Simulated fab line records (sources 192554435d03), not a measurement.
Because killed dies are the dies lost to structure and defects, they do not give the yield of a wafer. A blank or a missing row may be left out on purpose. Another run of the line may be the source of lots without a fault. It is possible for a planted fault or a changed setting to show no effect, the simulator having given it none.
fab line records	flow n5Finfet
[record] lots = 9	wafers = 27	lastDay = 18
route steps=1938 shown BEOL_M12@1616 PASSIVATION@1936
lots that met no fault: from a run of the same line without faults
startH: the number of hours between the record's first day and the start of the first shown wafer of the lot	waitH: hours elapsed since this lot's preceding step	" same as the row above	L1.1+2: a row that stands for several wafers	- no value present, or no start provided	* or withheld: withheld	< > ~ a bound
route shown NAME@n: a module of which the file shows steps, and the number in the route of the first	usual: average and standard deviation across the fault-free wafers	same: alike in all rows	chamber/n: place in a boat	sites: the reading at each site	_std_site: standard deviation across them	_edge_site: outer sites' mean less inner sites'	radiusMm: for every site, how far away it sits from the centre of the wafer	mask NAME#n: copy n	behind: tool/chamber where the wafer was last shaped	hold: what put the lot on hold/how long, in hours/how the hold closed	device: names the non-switching transistor (n, p or np)	end of line: at the end of the route, the tests of the same wafers	where a step has no rows: the recipe by itself	killed: dies lost to structure and defects at the first sort, not the wafer's yield	map: shows each die of a wafer: x if killed, . if not, _ if none is there
set.NAME: the setting as run; set.NAME@STEP: as run at that earlier step	model.NAME: the simulator's own value behind a step, which no gauge read
a sample of lots followed through the steps of the route, with each step as a table and each wafer as a row
services: a tool's chamber out of use, with start hour (startH, from the record's first day; less than 0 if before it), hours out, and reason
[[steps]]
[step N5_BEOL_M12_ETCH_59]
[recipe] chemistry = N2/H2	target = BARC	targetDepthA = 890	overetchA = 267	timeS = 67.9	ionEnergyEv = 200	pressureMtorr = 30	sourceW = 840	biasW = 150	n2FlowSccm = 200	h2FlowSccm = 200
[usual] drypumpMotorCurrentA = 5.7/0.48	oesProductAu = 0.69/0.078	rfVppV = 525/3.3	showerheadPlenumPTorr = 2.57/0.12	throttleValvePct = 17.9/0.31
lot.wafer	tool	chamber	startH	waitH	drypumpMotorCurrentA	oesProductAu	rfHoursCounterH	rfVppV	showerheadPlenumPTorr	throttleValvePct
L696.1	rieDiel-05	0	228.02	0.0	5.3	0.63	176	519	2.34	18.3
L696.3	"	1	"	"	6.6	0.79	27	529	2.73	18.0
L696.6	"	3	"	"	5.2	0.61	-	522	2.49	17.9
L702.2	rieDiel-01	2	264.99	0.0	6.3	0.81	3	525	2.60	17.4
L702.3	"	1	"	"	6.1	0.59	229	521	2.52	18.2
L702.4	"	1	"	"	6.1	0.59	-	523	2.52	18.2
L700.1	rieDiel-05	2	268.52	0.0	5.5	0.78	15	529	2.71	17.5
L700.2	"	1	"	"	6.6	0.77	42	528	2.72	18.1
L700.6	"	2	"	"	5.5	0.78	-	529	2.71	17.5
L708.1	rieDiel-01	1	307.69	0.0	6.1	0.59	246	524	2.51	18.3
L708.2	"	3	"	"	5.3	0.80	8	524	2.51	17.5
L708.5	"	1	"	"	6.1	0.59	-	523	2.51	18.3
L713.4	rieDiel-05	1	322.47	0.0	6.6	0.75	63	528	2.71	18.1
L713.5	"	0	"	"	5.3	0.62	-	517	2.33	18.3
L713.6	"	1	"	"	6.6	0.74	-	528	2.71	18.1
L715.1	rieDiel-06	3	355.92	0.0	5.7	0.63	188	527	2.61	17.8
L715.3	"	2	"	"	5.5	0.80	14	527	2.71	17.5
L715.4	"	0	"	"	6.1	0.63	210	527	2.62	18.0
L717.2	rieDiel-06	3	363.65	0.0	5.8	0.63	190	525	2.61	17.8
L717.4	"	3	"	"	5.7	0.63	-	526	2.61	17.8
L717.5	"	1	"	"	5.8	0.73	-	523	2.49	18.0
L716.1	rieDiel-06	2	384.44	0.0	5.6	0.79	21	527	2.71	17.5
L716.3	"	0	"	"	6.1	0.61	218	527	2.62	18.1
L716.6	"	2	"	"	5.6	0.79	-	528	2.71	17.5
L719.1	rieDiel-05	2	386.81	0.0	5.4	0.72	58	526	2.69	17.6
L719.4	"	1	"	"	6.6	0.71	85	527	2.70	18.1
L719.6	"	2	"	"	5.5	0.72	-	528	2.69	17.6
[step N5_BEOL_M12_ETCH_68]
[recipe] chemistry = N2/H2	target = SOC	maskMaterial = SiARC	sourceW = 3000	biasW = 350	tempC = 40	timeS = 285	ionEnergyEv = 200	pressureMtorr = 30	n2FlowSccm = 200	h2FlowSccm = 200
[usual] drypumpMotorCurrentA = 5.7/0.47	oesProductAu = 0.81/0.099	rfVppV = 524/3.4	showerheadPlenumPTorr = 2.56/0.12	throttleValvePct = 17.76/0.3
lot.wafer	tool	chamber	startH	waitH	drypumpMotorCurrentA	oesProductAu	rfHoursCounterH	rfVppV	showerheadPlenumPTorr	throttleValvePct
L696.1	rieDiel-01	1	229.28	0.1	6.1	0.70	213	523	2.53	18.12
L696.3	"	0	"	"	5.5	0.78	99	525	2.56	17.56
L696.6	"	2	"	"	6.3	0.67	-	525	2.60	17.70
L702.2	rieDiel-06	0	266.19	0.1	6.0	0.74	174	526	2.64	17.89
L702.3	"	2	"	"	5.6	0.68	242	520	2.40	17.90
L702.4	"	3	"	"	5.7	0.76	158	526	2.63	17.66
L700.1	rieDiel-06	3	269.85	0.1	5.7	0.77	160	528	2.63	17.66
L700.2	"	2	"	"	5.6	0.68	244	521	2.40	17.90
L700.6	"	0	"	"	6.0	0.74	-	528	2.64	17.90
L708.1	rieDiel-05	0	309.12	0.1	5.3	0.71	205	517	2.33	18.22
L708.2	"	1	"	"	6.6	0.87	57	528	2.71	17.99
L708.5	"	2	"	"	5.5	0.88	-	529	2.70	17.42
L713.4	rieDiel-01	0	323.61	0.1	5.4	0.74	-	524	2.55	17.65
L713.5	"	2	"	"	6.4	0.91	-	526	2.59	17.28
L713.6	"	3	"	"	5.3	0.92	-	522	2.51	17.45
L715.1	rieDiel-01	3	356.99	0.1	5.3	0.90	24	522	2.50	17.46
L715.3	"	0	"	"	5.5	0.73	150	525	2.54	17.67
L715.4	"	1	"	"	6.1	0.95	5	522	2.51	17.81
L717.2	rieDiel-01	3	364.83	0.1	5.3	0.90	27	522	2.50	17.47
L717.4	"	2	"	"	6.4	0.88	40	526	2.58	17.32
L717.5	"	0	"	"	5.5	0.73	-	523	2.54	17.67
L716.1	rieDiel-05	2	385.62	0.1	5.4	0.84	58	526	2.69	17.44
L716.3	"	3	"	"	5.1	0.93	20	522	2.47	17.35
L716.6	"	0	"	"	5.3	0.69	-	517	2.32	18.29
L719.1	rieDiel-05	0	387.99	0.1	5.3	0.69	235	518	2.32	18.27
L719.4	"	2	"	"	5.4	0.86	59	527	2.69	17.46
L719.6	"	0	"	"	5.3	0.69	-	517	2.32	18.27
[step N5_BEOL_M12_ETCH_38]
[recipe] chemistry = CF4/N2	target = SiCN	targetDepthA = 687	taperDeg = 2	timeS = 73.4	ionEnergyEv = 150	maskMaterial = SiO2	pressureMtorr = 40	sourceW = 430	biasW = 70	Ar_flow_sccm = 100	cf4FlowSccm = 60	n2FlowSccm = 60
[usual] drypumpMotorCurrentA = 5.8/0.43	oesProductAu = 0.82/0.1	rfVppV = 382.7/2.4	showerheadPlenumPTorr = 2.22/0.093	throttleValvePct = 15.41/0.24
lot.wafer	tool	chamber	startH	waitH	drypumpMotorCurrentA	oesProductAu	rfHoursCounterH	rfVppV	showerheadPlenumPTorr	throttleValvePct
L696.1	rieDiel-06	3	233.67	-	5.7	0.76	148	384.1	2.30	15.55
L696.3	"	1	"	"	5.7	0.96	2	380.3	2.19	15.35
L696.6	"	1	"	"	5.8	0.95	-	381.6	2.19	15.35
L702.2	rieDiel-05	3	267.83	-	5.1	0.69	239	382.5	2.18	15.58
L702.3	"	0	"	"	5.3	0.72	190	378.0	2.02	15.76
L702.4	"	1	"	"	6.6	0.91	42	384.8	2.35	15.53
L700.1	rieDiel-05	3	270.93	-	5.1	0.70	240	381.7	2.18	15.60
L700.2	"	2	"	"	5.5	0.93	16	386.5	2.35	15.07
L700.6	"	0	"	"	5.3	0.71	-	377.0	2.02	15.76
L708.1	rieDiel-06	0	309.95	-	6.0	0.72	194	382.8	2.27	15.51
L708.2	"	1	"	"	5.7	0.89	29	380.6	2.18	15.39
L708.5	"	1	"	"	5.7	0.88	-	382.7	2.18	15.40
L713.4	rieDiel-06	1	324.72	-	5.8	0.87	34	380.9	2.18	15.41
L713.5	"	1	"	"	5.8	0.87	-	380.7	2.18	15.42
L713.6	"	2	"	"	5.6	1.00	-	385.7	2.34	15.05
L715.1	rieDiel-01	2	359.56	-	6.4	0.89	39	382.0	2.24	15.10
L715.3	"	3	"	"	5.3	0.91	25	380.9	2.17	15.10
L715.4	"	1	"	"	6.1	0.93	6	381.0	2.18	15.38
L717.2	rieDiel-01	2	366.59	-	6.4	0.89	41	382.6	2.24	15.11
L717.4	"	3	"	"	5.3	0.89	27	381.6	2.17	15.12
L717.5	"	2	"	"	6.3	0.89	-	382.0	2.24	15.11
L716.1	rieDiel-06	2	386.68	-	5.6	0.95	21	386.0	2.34	15.10
L716.3	"	1	"	"	5.7	0.85	54	381.4	2.17	15.45
L716.6	"	0	"	"	6.0	0.70	-	383.0	2.26	15.56
L719.1	rieDiel-06	0	392.17	-	6.0	0.69	221	385.5	2.26	15.58
L719.4	"	2	"	"	5.6	0.95	23	384.4	2.34	15.09
L719.6	"	1	"	"	5.7	0.84	-	382.0	2.17	15.46
[step N5_BEOL_M12_SPUTTER_44]
[recipe] material = Ta	targetThkA = 100	tempC = 50	biasV = 80	powerW = 15000	chamberPressurePa = 0.07	timeS = 16.13
[usual] cathodeDcPowerW = 15000/2.6	throttleValvePct = 30.0/1.5
lot.wafer	tool	chamber	startH	waitH	cathodeDcPowerW	throttleValvePct
L696.1	pvdSputter-02	-	234.45	0.0	14999	29.2
L696.3	"	-	"	"	14996	30.9
L696.6	"	-	"	"	15004	29.1
L702.2	pvdSputter-02	-	268.47	0.0	14996	32.7
L702.3	"	-	"	"	15000	29.2
L702.4	"	-	"	"	15002	28.4
L700.1	pvdSputter-03	-	271.47	0.0	15005	31.8
L700.2	"	-	"	"	14998	28.7
L700.6	"	-	"	"	15001	28.4
L708.1	pvdSputter-02	-	310.54	0.0	9654.4	31.0
L708.2	"	-	"	"	15001	32.4
L708.5	"	-	"	"	15002	28.5
L713.4	pvdSputter-02	-	327.63	0.0	14998	28.2
L713.5	"	-	"	"	14999	28.6
L713.6	"	-	"	"	9654.5	30.5
L715.1	pvdSputter-03	-	360.38	0.0	14998	31.7
L715.3	"	-	"	"	15000	27.8
L715.4	"	-	"	"	14993	30.9
L717.2	pvdSputter-03	-	367.13	0.0	14999	28.5
L717.4	"	-	"	"	15005	31.6
L717.5	"	-	"	"	15002	28.6
L716.1	pvdSputter-03	-	387.27	0.0	15001	31.5
L716.3	"	-	"	"	15002	30.9
L716.6	"	-	"	"	14997	31.5
L719.1	pvdSputter-03	-	392.76	0.0	15005	31.2
L719.4	"	-	"	"	15002	31.9
L719.6	"	-	"	"	15002	27.9
[step N5_BEOL_M12_CMP_49]
[recipe] stopOn = SiOC	tOverpolishS = 20.6	downForcePsi = 1	platenRpm = 50	clearingPlatenDownForcePsi = 1.5	clearingPlatenRpm = 50	postCmpClean = cuAlkaline	targetThkNm = 320	clearingPlatenPadVelocityMS = 0.99484	padVelocityMS = 0.99484
[usual] barrierFieldEndpointS = 30.4/0.81	motorCurrentA = 6.1/0.77	platenRpm = 50.00/0.039	slurryFlowMlMin = 150.0/0.49
lot.wafer	tool	chamber	startH	waitH	barrierFieldEndpointS	motorCurrentA	platenRpm	slurryFlowMlMin
L696.1	cmp-02	2	235.32	0.4	30.6	7.1	50.03	149.9
L696.3	"	3	"	"	30.1	5.7	50.00	150.9
L696.6	"	1	"	"	30.9	6.1	50.07	149.5
L702.3	cmp-03	3	269.15	0.2	29.9	5.7	49.96	150.3
L702.2	"	0	"	"	30.7	6.8	50.04	149.8
L702.4	"	1	"	"	30.8	6.4	50.02	149.0
L700.2	cmp-02	3	272.11	0.2	30.7	5.8	50.01	148.9
L700.1	"	1	"	"	30.7	6.1	50.02	149.7
L700.6	"	0	"	"	29.8	6.9	50.01	149.5
L708.2	cmp-02	2	311.18	0.2	29.5	6.9	49.95	150.9
L708.1	"	0	"	"	24.8	7.5	49.91	150.2
L708.5	"	3	"	"	29.1	5.7	49.94	150.7
L713.4	cmp-04	0	328.48	0.2	30.9	4.8	50.01	150.8
L713.5	"	3	"	"	32.3	5.0	50.05	149.5
L713.6	"	0	"	"	27.0	4.9	49.92	149.9
L715.3	cmp-02	0	361.02	0.2	30.0	7.5	50.02	150.2
L715.1	"	1	"	"	30.2	5.5	50.00	149.1
L715.4	"	2	"	"	30.5	7.5	50.00	150.2
L717.4	cmp-03	3	367.82	0.2	31.5	6.0	50.06	149.9
L717.2	"	0	"	"	31.8	7.2	50.07	150.2
L717.5	"	2	"	"	32.1	6.2	50.02	149.4
L716.1	cmp-04	1	388.37	0.3	30.0	6.5	49.98	149.9
L716.3	"	2	"	"	30.6	6.7	49.94	150.2
L716.6	"	0	"	"	30.3	4.7	50.00	150.1
L719.1	cmp-02	0	393.93	0.5	29.8	7.0	50.00	149.7
L719.4	"	2	"	"	30.5	7.2	49.95	150.0
L719.6	"	0	"	"	29.4	7.0	49.96	149.9
[step N5_PASSIVATION_PROBE_49]
[usual] defectLimitedYield = 90.9/1.5	killed_at_M0_to_M3 = 35/10	killed_at_M4_up = 14/5.2	killedAtContacts = 13/7.3	killedAtFrontEnd = 42/12	killedAtOther = 3.4/2.5	killedDies = 108/18	killedOpen = 70/13	killedShort = 35/8	sort_bin_5_function = 5.4/1	sort_bin_6_memory = 3.4/0.71	sort_bin_8_speed = 0.00/0.0099	sortNPass = 1072/18	sortYieldPct = 90.9/1.5
[same] grossDies = 1180	killedAtBackSide = 0	sort_bin_4_leakage[%] = 0
lot.wafer	tool	chamber	startH	waitH	defectLimitedYield[%]	killed_at_M0_to_M3	killed_at_M4_up	killedAtContacts	killedAtFrontEnd	killedAtOther	killedDies	killedOpen	killedShort	sort_bin_5_function[%]	sort_bin_6_memory[%]	sort_bin_8_speed[%]	sortNPass	sortYieldPct[%]
L715.1	prober-01	-	405.70	0.0	92.4	19	7	10	47	7	90	59	26	4.6	2.9	0	1090	92.4
L715.3	prober-01	-	405.80	0.1	93.6	26	11	1	34	3	75	45	27	3.8	2.5	0	1105	93.6
L715.4	prober-01	-	405.85	0.2	89.8	37	9	10	64	0	120	82	32	6.8	2.9	0	1060	89.8
// killed by level:class
L715.1 DUMMY_GATE:geometricParticle:open=10 STI_FIN_REVEAL:geometricParticle:open=8 BEOL_M3:geometricParticle:open=7 FIN_SAQP:geometricParticle:open=6 MOL_CONTACT_COAG:geometricParticle:open=6 GATE_CUT:geometricParticle:short=5 MOL_CONTACT_COAG:geometricParticle:short=4 STARTING-WAFER:geometricParticle:short=4
L715.3 FIN_SAQP:geometricParticle:open=12 FIN_SAQP:geometricParticle:short=9 BEOL_M2:geometricParticle:open=7 BEOL_M1:geometricParticle:short=5 BEOL_M3:geometricParticle:open=5 BEOL_M4:geometricParticle:open=5 BEOL_M1:geometricParticle:open=3 STARTING-WAFER:geometricParticle:short=3
L715.4 BEOL_M3:geometricParticle:open=13 DUMMY_GATE:geometricParticle:open=11 FIN_SAQP:geometricParticle:short=10 FIN_SAQP:geometricParticle:open=10 MOL_CONTACT_COAG:geometricParticle:open=8 BEOL_M2:geometricParticle:open=7 GATE_CUT:geometricParticle:open=6 FIN_CUT:geometricParticle:open=5
[[services]]
tool	chamber	startH	hours	kind
rieDiel-06	1	211.69	-	clean
rieDiel-06	1	211.69	-	consumableReplace:focusRing
rieDiel-06	1	211.69	15.6	scheduledDown
rieDiel-06	1	211.69	15.6	ventCycle
cmp-04	-	212.95	18.4	pm
rieDiel-05	1	221.26	6.6	repair
cmp-03	-	224.34	1.3	repair
cmp-03	-	238.35	2.4	repair
cmp-02	-	251.11	4.0	pm
rieDiel-01	2	252.91	7.8	repair
cmp-03	-	263.56	1.7	repair
cmp-04	-	265.44	5.6	pm
cmp-03	-	289.50	4.0	pm
cmp-03	-	297.22	4.2	pm
cmp-04	-	302.21	1.7	repair
cmp-02	-	303.99	1.4	repair
rieDiel-06	3	309.61	11.3	repair
cmp-03	-	311.08	1.1	repair
rieDiel-01	3	331.39	3.3	repair
pvdSputter-02	-	335.00	4.1	repair
cmp-02	-	347.15	3.7	repair
rieDiel-06	2	357.44	6.5	repair
cmp-02	-	363.15	1.5	repair
rieDiel-05	3	367.90	10.7	repair
[[key]]
[firstSign] step = N5_BEOL_M12_SPUTTER_44	reading = cathodeDcPowerW	direction = down	sigmas = 99+	usual = *	struck = *
[effect] step = N5_BEOL_M12_CMP_49	reading = barrierFieldEndpointS	direction = down	sigmas = 5.6	usual = 30.4	struck = 25.9
metAt N5_BEOL_M12_SPUTTER_44
struckLots L708,L713
struckWafers L708.1,L713.6
notActingAt N5_BEOL_M12_ETCH_59,N5_BEOL_M12_ETCH_68,N5_BEOL_M12_ETCH_38
onsetBetween 234.45 310.54
[fault] kind = processParameterDrift	tool = pvdSputter-02	chamber = -	onsetH = 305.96	steps = N5_BEOL_M12_SPUTTER_44	channel = powerW	offset = *	shape = step	endH = 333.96	actsIn = *	stated = *	scope = struckWafersOnly
